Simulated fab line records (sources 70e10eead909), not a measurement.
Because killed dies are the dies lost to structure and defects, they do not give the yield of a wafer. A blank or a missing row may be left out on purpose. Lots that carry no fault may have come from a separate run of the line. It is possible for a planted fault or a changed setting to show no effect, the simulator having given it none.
A lot that was struck, set against a sound lot + flow nand_harc + 14 out of 1159 route steps
Sound: these wafers, L985.2, L985.4, L985.6. Struck: wafer L984.5 (left out: L984.3, L984.6 of the same lot, which were not struck); the cause appears at the end.
Each step with rows lists, per side, the tool, then ch with its chambers, then its first start. Under that, the readings that differ: sound wafers + struck wafers + difference of the means + sigmas: that difference in standard deviations of wafers without a fault.
alike: words and numbers the same on both sides, and readings whose means are apart by under 2 such deviations; not compared: readings that were withheld, readings missing a value for some wafer, numbers with overlapping values and no deviation given by the record, and bounds like >300 which may hide the same value.
The two part at a step that has a row with sigmas, a row that says differs or no value, or rows on one side only. Numbers that have no deviation but don't overlap get no sigmas and don't part them. A reading that every wafer of one side lacks parts them only if that side has two wafers or more.

first, 9 steps without rows for these wafers: NHARC_THIN_TSV_PVD_24 (deposits Al, target thk 800 nm); NHARC_THIN_TSV_DEHYDRATE_25 (time 120 s); NHARC_THIN_TSV_HMDS_26 (time 30 s); NHARC_THIN_TSV_COAT_27; NHARC_THIN_TSV_SOFTBAKE_28 (time 95 s); NHARC_THIN_TSV_EBR_29; NHARC_THIN_TSV_EXPOSE_30 (exposes mask PAD); NHARC_THIN_TSV_PEB_31 (peb time 85 s); NHARC_THIN_TSV_DEVELOP_32 (time 70 s).
NHARC_THIN_TSV_CD_MEAS_33 targets a cd of 5000 nm.
  sound on cd_sem-03 ch 0, day 21 20:17; struck on cd_sem-03 ch 0, day 22 04:39
| reading    | sound                | struck | difference | sigmas |
|------------|----------------------|--------|------------|--------|
| cd_nm (nm) | 5003.9 5001.4 5004.1 | 4996.4 | -6.7       | -2     |
then, 1 step without rows for these wafers: NHARC_THIN_TSV_HARDBAKE_34 (time 80 s).
NHARC_THIN_TSV_DESCUM_35: chemistry O2, time 3 s.
  sound on rie_diel-04 ch 0,1,3, day 21 20:27; struck on rie_diel-09 ch 3, day 22 04:49
  alike: drypump_motor_current_A, oes_product_au, rf_vpp_V, showerhead_plenum_p_Torr, throttle_valve_pct
  not compared: rf_hours_counter_h
NHARC_THIN_TSV_ETCH_59: etches the open film in Cl2/BCl3, target depth 880 nm, time 138.1 s.
  sound on rie_metal-03 ch 0,1, day 21 20:37; struck on rie_metal-03 ch 0, day 22 05:02
| reading          | sound             | struck | difference | sigmas |
|------------------|-------------------|--------|------------|--------|
| run_length_s (s) | 159.5 159.8 159.3 | 140.0  | -19.5      | -45    |
  alike: drypump_motor_current_A, oes_product_au, throttle_valve_pct
  not compared: rf_hours_counter_h
NHARC_THIN_TSV_ETCH_36: etches the open film in Cl2/BCl3, target depth 65 nm, time 18.571 s.
  sound on rie_metal-03 ch 0,1, day 21 20:50; struck on rie_metal-03 ch 1, day 22 05:13
  alike: drypump_motor_current_A, oes_product_au, run_length_s
  not compared: rf_hours_counter_h

== WHERE THEY PART ==
Earliest at NHARC_THIN_TSV_CD_MEAS_33; latest, in this record, at NHARC_THIN_TSV_ETCH_59. Later steps at which nothing parts them and some readings are alike: NHARC_THIN_TSV_ETCH_36.

WHY: the cause the simulator had injected
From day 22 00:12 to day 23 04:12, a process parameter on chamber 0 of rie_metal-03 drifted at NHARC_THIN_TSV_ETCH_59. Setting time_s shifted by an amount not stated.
